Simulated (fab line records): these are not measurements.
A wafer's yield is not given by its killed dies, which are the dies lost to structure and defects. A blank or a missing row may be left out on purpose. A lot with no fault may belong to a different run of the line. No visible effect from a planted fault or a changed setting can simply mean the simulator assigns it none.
A struck lot beside a sound one :: flow n5_finfet :: 39 out of 1938 route steps
Sound: these wafers, L641.1, L641.2, L641.4. Struck: wafers L631.2, L631.3. (L631.5 of the same lot was not struck and is left out.) The cause comes at the end.
Order at every step that has rows: each side's tool, ch and its chambers, its first start. Under that, the readings that differ: sound wafers :: struck wafers :: difference of the means :: sigmas: that difference in standard deviations of wafers without a fault.
alike: readings whose means differ by less than 2 such deviations, and words and numbers that are the same on both sides. not compared: withheld readings, readings that some wafer has no value for, bounds like >300 that may hide the same value, and numbers for which the record gives no deviation and whose values overlap.
A row with sigmas, a row that says differs or no value, or rows on one side alone: a step with any of these is where the two part. Numbers that have no deviation but don't overlap get no sigmas and don't part them. Lack of a reading on every wafer of one side parts them only where that side has two or more wafers.

first, 9 steps without rows for these wafers: N5_BEOL_M4_ANNEAL_95 (time 240 s); N5_BEOL_M4_SPUTTER_96 (material Cu, target thk 4.5 nm, time 8.29 s); N5_BEOL_M4_ECD_50 (material Cu, target thk 300 nm); N5_BEOL_M4_ANNEAL_51 (time 90 s); N5_BEOL_M4_CMP_52 (polishes, stops on SiOC, t overpolish 6.8 s, target thk 40 nm); N5_BEOL_M4_PRE_CLEAN_60 (time 15 s); N5_BEOL_M4_CO_CAP_55 (material Co, precursor CCTBA/H2, target thk 2 nm, time 102.1 s); N5_BEOL_M4_PRE_CLEAN_56 (time 15 s); N5_BEOL_M4_DEP_57 (deposits SiCN from 3MS/NH3, target thk 8 nm, time 14 s).
N5_BEOL_M4_RC_MEAS_101:
  sound on prober-02 ch 0, day 11 04:43; struck on prober-02 ch 0, day 8 14:42
  alike: DIBL_N, DIBL_P, IOFF_N, IOFF_P, ION_N, ION_P, SS_N, SS_P, VT_N, VT_P
then, 20 steps without rows for these wafers: N5_BEOL_M5_ILD_DEP_00 (deposits SiCOH lowk from DEMS/porogen, target thk 140.64 nm, time 25.9 s); N5_BEOL_M5_CURE_79 (cures SiCOH lowk, time 240 s); N5_BEOL_M5_PECVD_70 (deposits SiO2 from TEOS/O2, target thk 16 nm, time 18 s); N5_BEOL_M5_HM_DEP_02 (deposits TiN, target thk 20 nm); N5_BEOL_M5_COAT_59 (time 60 s, resist thk 60 nm); N5_BEOL_M5_COAT_60 (time 60 s, resist thk 12 nm); N5_BEOL_M5_COAT_71 (time 60 s, resist thk 5 nm); N5_BEOL_M5_COAT_05 (resist thk 30 nm); N5_BEOL_M5_EBR_07; N5_BEOL_M5_SOFTBAKE_06 (time 60 s); N5_BEOL_M5_EXPOSE_08 (exposes mask M5, target cd 28 nm); N5_BEOL_M5_PEB_09 (peb time 60 s); N5_BEOL_M5_DEVELOP_10 (develop time 30 s); N5_BEOL_M5_DESCUM_16 (chemistry O2, time 7 s); N5_BEOL_M5_ETCH_72 (etches underlayer in N2/H2, target depth 6.5 nm, time 5.2 s); N5_BEOL_M5_ETCH_61 (etches SiARC in CF4, target depth 15.6 nm, time 26 s); N5_BEOL_M5_ETCH_62 (etches SOC in N2/H2, target depth 75 nm, overetch 15 nm, time 112.5 s); N5_BEOL_M5_STRIP_63 (strips in N2/H2); N5_BEOL_M5_STRIP_73 (strips in N2/H2); N5_BEOL_M5_STRIP_64 (strips in CF4).
N5_BEOL_M5_HM_OPEN_17: chemistry Cl2/BCl3, target TiN, target depth 20 nm, overetch 6 nm.
  sound on rie_metal-01 ch 0,1, day 11 10:48; struck on rie_metal-03 ch 0,1, day 8 18:56
reading: model.etch.depth_nm (nm)
sound: 19.57 19.58 19.54
struck: 16.25 16.23
difference: -3.32
sigmas: 

reading: model.SOC_of_BEOL_M5_COAT_59.thk_nm (nm)
sound: 52.2 51.6 52.2
struck: 55 54.8
difference: +3
sigmas: 

reading: model.BEOL_M5.cd_nm (nm)
sound: 28.4 28.2 28.4
struck: 27.2 27.4
difference: -1.0
sigmas: 
  alike: drypump_motor_current_A, oes_product_au, throttle_valve_pct
  not compared: rf_hours_counter_h
then, 3 steps without rows for these wafers: N5_BEOL_M5_STRIP_19 (strips in O2); N5_BEOL_M5_COAT_65 (time 60 s, resist thk 60 nm); N5_BEOL_M5_COAT_66 (time 60 s, resist thk 12 nm).
N5_BEOL_M5_VIA_ETCH_34: etches SiCOH lowk in C4F6/O2, target depth 88.3 nm, time 39.2 s.
  sound on rie_diel-01 ch 1,2,3, day 11 11:58; struck on rie_diel-01 ch 0,3, day 8 20:56
reading: oes_product_au (a.u.)
sound: 0.71 0.75 0.70
struck: 0.33 0.28
difference: -0.41
sigmas: -5
  alike: drypump_motor_current_A, rf_vpp_V, showerhead_plenum_p_Torr, throttle_valve_pct
  not compared: rf_hours_counter_h
N5_BEOL_M5_OCD_MEAS_38:
  sound: ocd-02 at day 11 12:12; struck: ocd-02 at day 8 21:11
reading: trench_depth_nm (nm)
sound: 71.9 70.6 66.7
struck: 7.7 3.2
difference: -64.3
sigmas: -34
N5_BEOL_M5_CD_MEAS_35: target cd 28 nm, target cd y 24 nm.
  sound: cd_sem-01 at day 11 12:21; struck: cd_sem-01 at day 8 21:20
reading: cd_nm (nm)
sound: 28.4 27.9 28.9
struck: - -
difference: no value on the struck wafers
sigmas: 
N5_BEOL_M5_THK_MEAS_53: measures by xrf.
  sound: film_metro-01 at day 11 19:05; struck: film_metro-01 at day 9 03:52
reading: M5_THK (nm)
sound: 62.8 60.5 54.8
struck: - -
difference: no value on the struck wafers
sigmas: 
-- the record jumps here: 4 days lie between the struck wafers' starts before and after (it left off in module BEOL_M5 and takes up again in module PASSIVATION, whose first step shown is number 1936 of the route) --
N5_PASSIVATION_PROBE_49:
  sound: prober-02 at day 15 19:21; struck: prober-01 at day 13 01:56
reading: defect_limited_yield (%)
sound: 91.6 90.5 93.1
struck: 6.7 4.1
difference: -86.3
sigmas: -58

reading: killed_at_M4_up
sound: 14 17 11
struck: 1008 1030
difference: +1005
sigmas: +99 or more

reading: killed_dies
sound: 99 112 81
struck: 1101 1132
difference: +1019
sigmas: +57

reading: killed_on_rim
sound: 10 15 10
struck: 150 137
difference: +132
sigmas: +31

reading: sort_bin_5_function (%)
sound: 4.6 6.2 3.9
struck: 90.0 91.8
difference: +86.0
sigmas: +86

reading: sort_n_pass
sound: 1081 1068 1099
struck: 79 48
difference: -1019
sigmas: -57

reading: sort_yield_pct (%)
sound: 91.6 90.5 93.1
struck: 6.7 4.1
difference: -86.3
sigmas: -58
  alike: killed_at_M0_to_M3, killed_at_contacts, killed_at_front_end, killed_at_other, killed_open, killed_short, sort_bin_6_memory

WHERE THEY PART
Earliest at N5_BEOL_M5_VIA_ETCH_34; latest, in this record, at N5_PASSIVATION_PROBE_49.

WHY: whatever the simulator had introduced
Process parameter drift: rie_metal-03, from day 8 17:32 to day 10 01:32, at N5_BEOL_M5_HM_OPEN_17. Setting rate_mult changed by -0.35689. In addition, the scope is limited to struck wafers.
